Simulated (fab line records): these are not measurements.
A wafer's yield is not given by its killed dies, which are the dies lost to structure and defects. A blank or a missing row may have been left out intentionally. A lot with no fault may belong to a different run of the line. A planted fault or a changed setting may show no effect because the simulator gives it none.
Chamber matching | flow n5Finfet | N5_BEOL_M11_ETCH_66 on rieDiel-03 has 4 sister chambers
The step etches SOC in N2/H2, target depth 120 nm, overetch 24 nm, time 180 s. 4 wafers are shown with their chamber, then 9 later ones without.

WAFERS, EACH WITH ITS CHAMBER
wafer  | chamber | showerheadPlenumPTorr (Torr)
L087.5 | 3       | 2.70
L089.1 | 2       | 2.61
L089.3 | 1       | 2.43
L089.4 | 0       | 2.51

WAFERS WITH NO CHAMBER GIVEN
wafer  | showerheadPlenumPTorr (Torr)
L093.1 | 2.51
L093.3 | 2.69
L093.4 | 2.61
L096.1 | 2.50
L096.4 | 2.61
L096.5 | 2.61
L097.2 | 2.50
L097.4 | 2.61
L097.5 | 2.50

EACH ONE'S CHAMBER
wafer  | from the rows above | in truth
L093.1 | 0                   | 0
L093.3 | 3                   | 3
L093.4 | 2                   | 2
L096.1 | 0                   | 0
L096.4 | 2                   | 2
L096.5 | 2                   | 2
L097.2 | 0                   | 0
L097.4 | 2                   | 2
L097.5 | 0                   | 0
Correctly placed: 9 of 9. Can't be placed from these rows: 0. 0 placed wrongly.
How it was worked out, from the rows above alone: a wafer's distance from a chamber is the root of the sum, over the readings, of the square of ((its reading less the chamber's mean) divided by the reading's scatter). The wafer belongs to the nearest chamber; if the next one is less than 2 further off, it can't be placed. Each chamber's mean is taken over the wafers shown for it. The scatter: with one shown wafer a chamber, the root of the mean of the squares of how far each hidden wafer lies from its nearest shown one.
